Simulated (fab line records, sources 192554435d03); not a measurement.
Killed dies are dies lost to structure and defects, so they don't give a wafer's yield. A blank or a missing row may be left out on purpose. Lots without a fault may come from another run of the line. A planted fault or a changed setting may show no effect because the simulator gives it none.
Problem report in the 8D (eight disciplines) form, filled by code | flow n5_finfet | the parts of the form that need people (team, actions taken, sign-off) are left out

1. THE PROBLEM
run_length_s at N5_BEOL_M4_CVD_47 reads a mean of 188.1 s on 3 wafers of 3 lots; wafers without a fault read 246.7 s with a standard deviation of 0.7. That is -84 standard deviations from the usual mean.
The step: deposits Co from CCTBA/H2, target thk 3 nm, time 223.8 s.
First seen on wafer L551.6, day 12 13:58, on cvd_co-01. The record holds 28 wafers of 10 lots with a number at this step. Rule for "out", or "out of limits": more than 4 standard deviations from the usual mean. The other wafers with a number count as sound.

2. WHAT IT IS AND WHAT IT IS NOT
question                    | is                     | is not
which readings at this step | run_length_s           | -
which lots                  | L550, L551, L553       | L533, L534, L535, L536, L537, L539, L542
which wafers of those lots  | L550.6, L551.6, L553.6 | L550.1, L550.5, L551.1, L553.2
read on which tools         | cvd_co-01              | cvd_co-02
when                        | from day 12 13:58      | up to then (22 sound wafers); but 3 sound wafers of L550, L553 came after

3. SUSPECTS, AND WHAT RULES EACH OUT
Counting: a tool at a process step up to the reading stays a suspect if it ran every lot that is out. Sound lots after the first of them don't rule it out here, since some wafers of a struck lot are sound.
- pvd_sputter-03 at N5_BEOL_M4_SURFACE_TREAT_85: kept. It ran every lot that is out, first L551 (day 12 13:50); its last sound lot up to then is L536 (day 9 05:03).
- cvd_co-01 at N5_BEOL_M4_CVD_47 (deposits Co from CCTBA/H2, target thk 3 nm, time 223.8 s): kept. It ran every lot that is out, first L551 (day 12 13:58); its last sound lot up to then is L539 (day 10 10:19). Its own readings are out on those wafers: run_length_s.
Left after counting: pvd_sputter-03 at N5_BEOL_M4_SURFACE_TREAT_85, cvd_co-01 at N5_BEOL_M4_CVD_47.

4. THE CAUSE (what the simulator had put in)
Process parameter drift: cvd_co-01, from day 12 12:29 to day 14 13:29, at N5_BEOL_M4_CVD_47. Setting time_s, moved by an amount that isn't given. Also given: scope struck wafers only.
Counting left 2 suspects, and this tool is among them.

5. THE CHAIN OF EFFECTS, in route order
Each row: a reading whose mean over the struck wafers that have a number lies more than 3 standard deviations from the usual. Only readings for which the record gives a usual standard deviation are gone through. hours: the time from each lot's start at the first step in this table that gives one to its start at this step, as a median over the lots. sigmas: the change in usual standard deviations.
hours | step              | reading      | usual   | on struck wafers | change | sigmas
0     | N5_BEOL_M4_CVD_47 | run_length_s | 246.7 s | 188.1            | -58.6  | -84
The process steps in it:
- N5_BEOL_M4_CVD_47: deposits Co from CCTBA/H2, target thk 3 nm, time 223.8 s.
Later measuring or inspecting steps at which every struck wafer that the step has a row for has a number for every such reading, and none has moved that far: N5_BEOL_M4_RC_MEAS_101.

6. WHAT WOULD HAVE CAUGHT IT SOONER
In this record the first reading out of limits was taken at day 12 13:58, 1 hour after the fault began at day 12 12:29.
